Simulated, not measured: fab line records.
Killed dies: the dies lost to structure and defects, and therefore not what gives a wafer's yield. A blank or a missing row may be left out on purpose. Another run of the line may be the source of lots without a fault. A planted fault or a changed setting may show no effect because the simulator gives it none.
Split-lot experiment / flow n5_finfet / route with 1938 steps; 7 lots, 21 wafers read

## SPLIT DETAILS
At N5_BEOL_M0_ETCH_109 (etches SiCN in CH3F/O2, target depth 8 nm, overetch 2.4 nm, time 27.4 s), the setting bias_w was moved away from the recipe's 75 W on 4 of the 21 wafers read, by -14.9% to +10.1%. This setting was run at the recipe's value on the other wafers.

The split's own step is where the reading is taken.

## THE READING
rf_vpp_V, in V, at N5_BEOL_M0_ETCH_109 (etches SiCN in CH3F/O2, target depth 8 nm, overetch 2.4 nm, time 27.4 s). A value of 297.4 V with a standard deviation of 1.7 V is what fault-free wafers of this fab line usually give.

wafer=L074.2; tool, chamber at the split=rie_diel-06, 2; bias_w as run, W=75; against the recipe=recipe; rf_vpp_V, V=299.2; against lot-mates on the recipe=-
wafer=L074.3; tool, chamber at the split=rie_diel-06, 3; bias_w as run, W=82.54; against the recipe=+10.1%; rf_vpp_V, V=317.9; against lot-mates on the recipe=+18.7
wafer=L074.6; tool, chamber at the split=rie_diel-06, 2; bias_w as run, W=82.54; against the recipe=+10.1%; rf_vpp_V, V=316.5; against lot-mates on the recipe=+17.3
wafer=L075.2; tool, chamber at the split=rie_diel-04, 1; bias_w as run, W=75; against the recipe=recipe; rf_vpp_V, V=296.7; against lot-mates on the recipe=-
wafer=L075.3; tool, chamber at the split=rie_diel-04, 2; bias_w as run, W=75; against the recipe=recipe; rf_vpp_V, V=297.5; against lot-mates on the recipe=-
wafer=L075.6; tool, chamber at the split=rie_diel-04, 3; bias_w as run, W=75; against the recipe=recipe; rf_vpp_V, V=296.9; against lot-mates on the recipe=-
wafer=L084.1; tool, chamber at the split=rie_diel-03, 3; bias_w as run, W=63.81; against the recipe=-14.9%; rf_vpp_V, V=265.9; against lot-mates on the recipe=-31.0
wafer=L084.5; tool, chamber at the split=rie_diel-03, 1; bias_w as run, W=75; against the recipe=recipe; rf_vpp_V, V=297.9; against lot-mates on the recipe=-
wafer=L084.6; tool, chamber at the split=rie_diel-03, 2; bias_w as run, W=75; against the recipe=recipe; rf_vpp_V, V=295.9; against lot-mates on the recipe=-
wafer=L085.2; tool, chamber at the split=rie_diel-03, 2; bias_w as run, W=75; against the recipe=recipe; rf_vpp_V, V=296.4; against lot-mates on the recipe=-
wafer=L085.4; tool, chamber at the split=rie_diel-03, 1; bias_w as run, W=75; against the recipe=recipe; rf_vpp_V, V=297.8; against lot-mates on the recipe=-
wafer=L085.6; tool, chamber at the split=rie_diel-03, 3; bias_w as run, W=75; against the recipe=recipe; rf_vpp_V, V=296.2; against lot-mates on the recipe=-
wafer=L087.3; tool, chamber at the split=rie_diel-06, 2; bias_w as run, W=75; against the recipe=recipe; rf_vpp_V, V=297.8; against lot-mates on the recipe=-
wafer=L087.4; tool, chamber at the split=rie_diel-06, 1; bias_w as run, W=75; against the recipe=recipe; rf_vpp_V, V=300.6; against lot-mates on the recipe=-
wafer=L087.6; tool, chamber at the split=rie_diel-06, 1; bias_w as run, W=75; against the recipe=recipe; rf_vpp_V, V=298.8; against lot-mates on the recipe=-
wafer=L088.1; tool, chamber at the split=rie_diel-04, 0; bias_w as run, W=75; against the recipe=recipe; rf_vpp_V, V=295.8; against lot-mates on the recipe=-
wafer=L088.3; tool, chamber at the split=rie_diel-04, 3; bias_w as run, W=71.34; against the recipe=-4.9%; rf_vpp_V, V=288.6; against lot-mates on the recipe=-7.4
wafer=L088.4; tool, chamber at the split=rie_diel-04, 2; bias_w as run, W=75; against the recipe=recipe; rf_vpp_V, V=296.3; against lot-mates on the recipe=-
wafer=L090.2; tool, chamber at the split=rie_diel-03, 0; bias_w as run, W=75; against the recipe=recipe; rf_vpp_V, V=298.6; against lot-mates on the recipe=-
wafer=L090.3; tool, chamber at the split=rie_diel-03, 1; bias_w as run, W=75; against the recipe=recipe; rf_vpp_V, V=296.2; against lot-mates on the recipe=-
wafer=L090.5; tool, chamber at the split=rie_diel-03, 2; bias_w as run, W=75; against the recipe=recipe; rf_vpp_V, V=295.2; against lot-mates on the recipe=-

THE FIT
A straight line over all 21 wafers: rf_vpp_V changes by +2.03 V for each +1% of bias_w; r = +0.99; the points scatter about the line by 1.4 V.
The same after taking each lot's own level away (the mean of its wafers on the recipe; 21 wafers): +1.92 V for each +1%; r = +0.99; scatter 1.2 V.
Per that fit: largest bias_w move, reading shift of 29 V.
The span of the lots' own levels, 296.05 to 299.20 V, comes to 1.9 times the standard deviation stated above.
Hence the lot-to-lot level has little effect on the slope; both slopes agree.
Check: with one of the wafers moved furthest among these (-14.9%) left out of the fit, the line predicts -26.1 V for it against its lot-mates. It came out at -31 V against them.
Tool readings at the split's step, against how far the setting was moved: rf_vpp_V r = +0.99.

## FURTHER SPLITS ON THESE WAFERS
Before the reading, these wafers also passed through other splits. Each is held against what the fit with the lots' levels taken away leaves over:
other split on the same wafers=N5_MOL_CONTACT_COAG_ALD_123 ald_cycles; wafers away from the commonest value=7; r with rf_vpp_V (lot level and that fit taken away)=-0.15
other split on the same wafers=N5_MOL_CONTACT_COAG_CVD_140 target_thk_a; wafers away from the commonest value=9; r with rf_vpp_V (lot level and that fit taken away)=+0.03
other split on the same wafers=N5_BEOL_M0_ETCH_128 source_w; wafers away from the commonest value=8; r with rf_vpp_V (lot level and that fit taken away)=-0.11

## FILE'S OWN FIT
rf_vpp_V changes by +1.96 V for each +1% of bias_w, r = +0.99.
